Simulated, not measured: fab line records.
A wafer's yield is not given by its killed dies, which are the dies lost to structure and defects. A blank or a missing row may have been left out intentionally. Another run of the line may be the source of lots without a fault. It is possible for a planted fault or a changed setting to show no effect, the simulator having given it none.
A struck lot beside a sound one -- flow n5-finfet -- 15 steps out of a route of 1938
Sound: wafers L494.2, L494.3, L494.6. The struck wafers were L503.1, L503.2, L503.4. The cause is named last.
For every step that has rows: the tool of each side, followed by ch and its chambers, followed by its first start. Under that, the readings that differ: sound wafers -- struck wafers -- difference of the means -- sigmas: that difference in standard deviations of wafers without a fault.
alike: a reading whose means differ by less than 2 such deviations, as well as words and numbers matching on both sides. not compared: withheld readings; readings where some wafer has no value; bounds like >300 that might hide an equal value; numbers whose values overlap and for which the record gives no deviation.
A row with sigmas, a row that says differs or no value, or rows on one side alone: a step with any of these is where the two part. Numbers that have no deviation but don't overlap get no sigmas and don't part them. A reading missing from all wafers of one side parts the sides only when that side holds two or more wafers.

first, 8 steps without rows for these wafers: N5_BEOL_M1_COAT_62 (time 60 s, resist thk 12 nm); N5_BEOL_M1_COAT_73 (time 60 s, resist thk 5 nm); N5_BEOL_M1_COAT_05 (resist thk 30 nm); N5_BEOL_M1_EBR_07; N5_BEOL_M1_SOFTBAKE_06 (time 60 s); N5_BEOL_M1_EXPOSE_08 (exposes mask M1); N5_BEOL_M1_PEB_09 (peb time 60 s); N5_BEOL_M1_DEVELOP_10 (develop time 30 s).
N5_BEOL_M1_CD_MEAS_11: target cd 17.05 nm.
  sound on cd-sem-02 ch 0, day 8 07:13; struck on cd-sem-02 ch 0, day 10 23:00
  alike: cd-nm
N5_BEOL_M1_OVL_MEAS_12:
  sound on overlay-01 ch 0, day 8 07:15; struck on overlay-01 ch 0, day 10 23:02
  alike: M1_OVL
N5_BEOL_M1_INSPECT_13: inspects for defects (brightfield).
  sound: defect-inspect-02 at day 8 07:18; struck: defect-inspect-01 at day 10 23:05
reading,sound,struck,difference,sigmas
raw-defect-count,201 416 344,572 594 633,+279,+3
N5_BEOL_M1_DESCUM_16: chemistry O2, time 7 s.
  sound on rie-diel-04 ch 0,1, day 8 07:41; struck on rie-diel-04 ch 0,1,3, day 10 23:07
  alike: drypump-motor-current-A, oes-product-au, rf-vpp-V, showerhead-plenum-p-Torr, throttle-valve-pct
  not compared: rf-hours-counter-h
N5_BEOL_M1_ETCH_74: etches underlayer in N2/H2, target depth 6.5 nm, time 5.2 s.
  sound on rie-diel-04 ch 0,1, day 8 07:43; struck on rie-diel-04 ch 0,1,3, day 10 23:10
reading,sound,struck,difference,sigmas
bias-w (W),150.4 149.1 149.7,162.6 161.6 161.3,+12.1,+25
etch-rf-on-time-s (s),5.43 5.16 5.33,4.92 4.89 5.11,-0.33,-3
rf-vpp-V (V),526.0 526.3 525.9,549.6 551.4 551.7,+24.8,+10
  alike: drypump-motor-current-A, n2-flow-sccm, oes-product-au, showerhead-plenum-p-Torr, throttle-valve-pct
  not compared: rf-hours-counter-h
N5_BEOL_M1_ETCH_63: etches SiARC in CF4, target depth 15.6 nm, time 26 s.
  sound on rie-diel-04 ch 0,1, day 8 07:44; struck on rie-diel-04 ch 0,1,3, day 10 23:10
  alike: bias-w, drypump-motor-current-A, etch-rf-on-time-s, oes-product-au, rf-vpp-V, showerhead-plenum-p-Torr, throttle-valve-pct
  not compared: rf-hours-counter-h
-- the record jumps here: 3 days lie between the struck wafers' starts before and after (it left off in module BEOL_M1 and takes up again in module BEOL_M4, whose first step shown is number 1111 of the route) --
N5_BEOL_M4_RC_MEAS_101:
  sound on prober-02 ch 0, day 11 02:38; struck on prober-02 ch 0, day 14 06:43
  alike: DIBL_N, DIBL_P, IOFF_N, IOFF_P, ION_N, ION_P, SS_N, SS_P, VT_N, VT_P

## WHERE THEY PART
Earliest at N5_BEOL_M1_INSPECT_13; latest, in this record, at N5_BEOL_M1_ETCH_74. Later steps at which nothing parts them and some readings are alike: N5_BEOL_M1_ETCH_63, N5_BEOL_M4_RC_MEAS_101.

WHY: the cause the simulator had injected
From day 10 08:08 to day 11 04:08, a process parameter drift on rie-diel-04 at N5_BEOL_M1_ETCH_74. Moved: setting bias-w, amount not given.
